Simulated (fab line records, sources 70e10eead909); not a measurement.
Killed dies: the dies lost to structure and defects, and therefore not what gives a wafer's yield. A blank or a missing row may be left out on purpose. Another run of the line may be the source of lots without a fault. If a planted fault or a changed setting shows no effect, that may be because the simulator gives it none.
Matching of chambers	flow nandHarc	3 sister chambers for NHARC_P_GATE_DEP_103 on pecvd-03
The step deposits SiON, target thk 30 nm. 6 wafers are shown with their chamber, then 8 later ones without.

## WAFERS, EACH WITH ITS CHAMBER
wafer	chamber	heaterPowerW (W)
L294.6	0	775
L297.4	1	630
L300.1	0	695
L300.2	1	649
L300.3	2	732
L299.1	2	660

## WAFERS MISSING THEIR CHAMBER
wafer	heaterPowerW (W)
L299.2	746
L299.5	754
L301.2	767
L301.5	693
L301.6	691
L303.1	607
L303.5	639
L303.6	766

## CHAMBER TAKEN BY EACH
wafer	from the rows above	in truth
L299.2	can't be placed: 0 or 2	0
L299.5	can't be placed: 0 or 2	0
L301.2	can't be placed: 0 or 2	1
L301.5	can't be placed: 2 or 0 or 1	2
L301.6	can't be placed: 2 or 0 or 1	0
L303.1	can't be placed: 1 or 2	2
L303.5	can't be placed: 1 or 2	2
L303.6	can't be placed: 0 or 2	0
Placed correctly: 0 of 8. Cannot be placed on the basis of these rows: 8; the candidates contain the true chamber in 7. Placed wrongly: 0.
How it was worked out, from the rows above alone: a wafer's distance from a chamber is the root of the sum, over the readings, of the square of ((its reading less the chamber's mean) divided by the reading's scatter). The wafer belongs to the nearest chamber; if the next one is less than 2 further off, it can't be placed. The mean given for a chamber averages the wafers shown for that chamber. The scatter: the root of (the sum of the squares of (reading less its chamber's mean) over the shown wafers, divided by (wafers less chambers)).
